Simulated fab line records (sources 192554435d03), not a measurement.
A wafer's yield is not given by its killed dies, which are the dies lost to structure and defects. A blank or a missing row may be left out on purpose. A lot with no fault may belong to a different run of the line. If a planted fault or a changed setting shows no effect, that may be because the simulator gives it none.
Split-lot study / flow n5_finfet / on a route of 1938 steps: 7 lots, 21 wafers read

ON THE SPLIT
At N5_BEOL_M11_HM_DEP_02 (deposits TiN, target thk 20 nm), the setting target_thk_a was moved away from the recipe's 200 angstrom on 4 of the 21 wafers read, by -10.3% to +11.7%. All remaining wafers had this setting at the recipe value.

FROM THE SPLIT TO THE READING: what the file shows between them, 4 steps
- N5_BEOL_M11_COAT_59: time 60 s, resist thk 100 nm
- N5_BEOL_M11_COAT_60: time 60 s, resist thk 30 nm
- N5_BEOL_M11_STRIP_68: strips in N2/H2
- N5_BEOL_M11_STRIP_67: strips in CF4

THE READING
etch.depth_nm (the simulator's own value, which no gauge read), in nm, at N5_BEOL_M11_HM_OPEN_17 (chemistry Cl2/BCl3, target TiN, target depth 20 nm, overetch 6 nm). The file gives no usual value for it. Here, 17 wafers ran the recipe; their average is 19.93 nm with a standard deviation of 0.2 nm.

wafer=L076.2; tool, chamber at the split=pvd_sputter-01, -; target_thk_a as run, angstrom=200; against the recipe=recipe; etch.depth_nm, nm=19.74; against lot-mates on the recipe=-
wafer=L076.3; tool, chamber at the split=pvd_sputter-01, -; target_thk_a as run, angstrom=192.9; against the recipe=-3.5%; etch.depth_nm, nm=19.32; against lot-mates on the recipe=-0.52
wafer=L076.4; tool, chamber at the split=pvd_sputter-01, -; target_thk_a as run, angstrom=200; against the recipe=recipe; etch.depth_nm, nm=19.93; against lot-mates on the recipe=-
wafer=L078.2; tool, chamber at the split=pvd_sputter-01, -; target_thk_a as run, angstrom=200; against the recipe=recipe; etch.depth_nm, nm=19.8; against lot-mates on the recipe=-
wafer=L078.3; tool, chamber at the split=pvd_sputter-01, -; target_thk_a as run, angstrom=200; against the recipe=recipe; etch.depth_nm, nm=19.84; against lot-mates on the recipe=-
wafer=L078.5; tool, chamber at the split=pvd_sputter-01, -; target_thk_a as run, angstrom=200; against the recipe=recipe; etch.depth_nm, nm=19.88; against lot-mates on the recipe=-
wafer=L080.1; tool, chamber at the split=pvd_sputter-02, -; target_thk_a as run, angstrom=179.3; against the recipe=-10.3%; etch.depth_nm, nm=17.58; against lot-mates on the recipe=-1.95
wafer=L080.2; tool, chamber at the split=pvd_sputter-02, -; target_thk_a as run, angstrom=179.3; against the recipe=-10.3%; etch.depth_nm, nm=17.55; against lot-mates on the recipe=-1.98
wafer=L080.3; tool, chamber at the split=pvd_sputter-02, -; target_thk_a as run, angstrom=200; against the recipe=recipe; etch.depth_nm, nm=19.53; against lot-mates on the recipe=-
wafer=L083.1; tool, chamber at the split=pvd_sputter-02, -; target_thk_a as run, angstrom=200; against the recipe=recipe; etch.depth_nm, nm=19.65; against lot-mates on the recipe=-
wafer=L083.3; tool, chamber at the split=pvd_sputter-02, -; target_thk_a as run, angstrom=200; against the recipe=recipe; etch.depth_nm, nm=19.84; against lot-mates on the recipe=-
wafer=L083.6; tool, chamber at the split=pvd_sputter-02, -; target_thk_a as run, angstrom=200; against the recipe=recipe; etch.depth_nm, nm=19.85; against lot-mates on the recipe=-
wafer=L084.2; tool, chamber at the split=pvd_sputter-03, -; target_thk_a as run, angstrom=200; against the recipe=recipe; etch.depth_nm, nm=20.16; against lot-mates on the recipe=-
wafer=L084.3; tool, chamber at the split=pvd_sputter-03, -; target_thk_a as run, angstrom=223.3; against the recipe=+11.7%; etch.depth_nm, nm=22.72; against lot-mates on the recipe=+2.47
wafer=L084.4; tool, chamber at the split=pvd_sputter-03, -; target_thk_a as run, angstrom=200; against the recipe=recipe; etch.depth_nm, nm=20.34; against lot-mates on the recipe=-
wafer=L086.2; tool, chamber at the split=pvd_sputter-03, -; target_thk_a as run, angstrom=200; against the recipe=recipe; etch.depth_nm, nm=20; against lot-mates on the recipe=-
wafer=L086.4; tool, chamber at the split=pvd_sputter-03, -; target_thk_a as run, angstrom=200; against the recipe=recipe; etch.depth_nm, nm=20.15; against lot-mates on the recipe=-
wafer=L086.6; tool, chamber at the split=pvd_sputter-03, -; target_thk_a as run, angstrom=200; against the recipe=recipe; etch.depth_nm, nm=19.91; against lot-mates on the recipe=-
wafer=L097.3; tool, chamber at the split=pvd_sputter-03, -; target_thk_a as run, angstrom=200; against the recipe=recipe; etch.depth_nm, nm=20.01; against lot-mates on the recipe=-
wafer=L097.5; tool, chamber at the split=pvd_sputter-03, -; target_thk_a as run, angstrom=200; against the recipe=recipe; etch.depth_nm, nm=19.95; against lot-mates on the recipe=-
wafer=L097.6; tool, chamber at the split=pvd_sputter-03, -; target_thk_a as run, angstrom=200; against the recipe=recipe; etch.depth_nm, nm=20.17; against lot-mates on the recipe=-

FIT RESULTS
A straight line over all 21 wafers: etch.depth_nm changes by +0.231 nm for each +1% of target_thk_a; r = +0.98; the points scatter about the line by 0.19 nm.
The same after taking each lot's own level away (the mean of its wafers on the recipe; 21 wafers): +0.197 nm for each +1%; r = +0.99; scatter 0.098 nm.
The reading moves by 2.3 nm for the largest change in target_thk_a, on that fit.
Measured against the standard deviation above, the lots' own levels, which go from 19.530 to 20.250 nm, span 3.7 times it.
In other words, the slope is changed by the lot-to-lot level; the two fits disagree.
Check: for one of the wafers moved furthest among these (+11.7%), held out of the fit, the line's prediction against its lot-mates is +2.2 nm. It came out at +2.47 nm against them.

OTHER SPLITS APPLIED TO THESE WAFERS
Note: prior to the reading, these wafers also went through further splits. Each is held against what the fit with the lots' levels taken away leaves over:
other split on the same wafers=N5_BEOL_M8_ETCH_65 source_w; wafers away from the commonest value=8; r with etch.depth_nm (lot level and that fit taken away)=-0.07
other split on the same wafers=N5_BEOL_M9_PECVD_70 time_s; wafers away from the commonest value=10; r with etch.depth_nm (lot level and that fit taken away)=-0.25
other split on the same wafers=N5_BEOL_M9_COAT_60 spin_rpm; wafers away from the commonest value=7; r with etch.depth_nm (lot level and that fit taken away)=-0.05
other split on the same wafers=N5_BEOL_M10_ETCH_62 time_s; wafers away from the commonest value=11; r with etch.depth_nm (lot level and that fit taken away)=+0.00
other split on the same wafers=N5_BEOL_M10_EXPOSE_25 dose_mj; wafers away from the commonest value=3; r with etch.depth_nm (lot level and that fit taken away)=+0.09

THE WHOLE CHAIN: every reading that the file lists as answering this split, in the file's order
step=N5_BEOL_M11_HM_DEP_02; what it does=deposits TiN, target thk 20 nm; reading=TiN_of_BEOL_M11_HM_DEP_02.thk_nm (the simulator's own value, which no gauge read); change (the file's fit)=+0.202 nm for each +1% of the setting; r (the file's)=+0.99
step=N5_BEOL_M11_HM_OPEN_17; what it does=chemistry Cl2/BCl3, target TiN, target depth 20 nm, overetch 6 nm; reading=etch.depth_nm (the simulator's own value, which no gauge read); change (the file's fit)=+0.2 nm for each +1% of the setting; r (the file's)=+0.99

FILE'S OWN FIT
etch.depth_nm changes by +0.2 nm for each +1% of target_thk_a, r = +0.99.
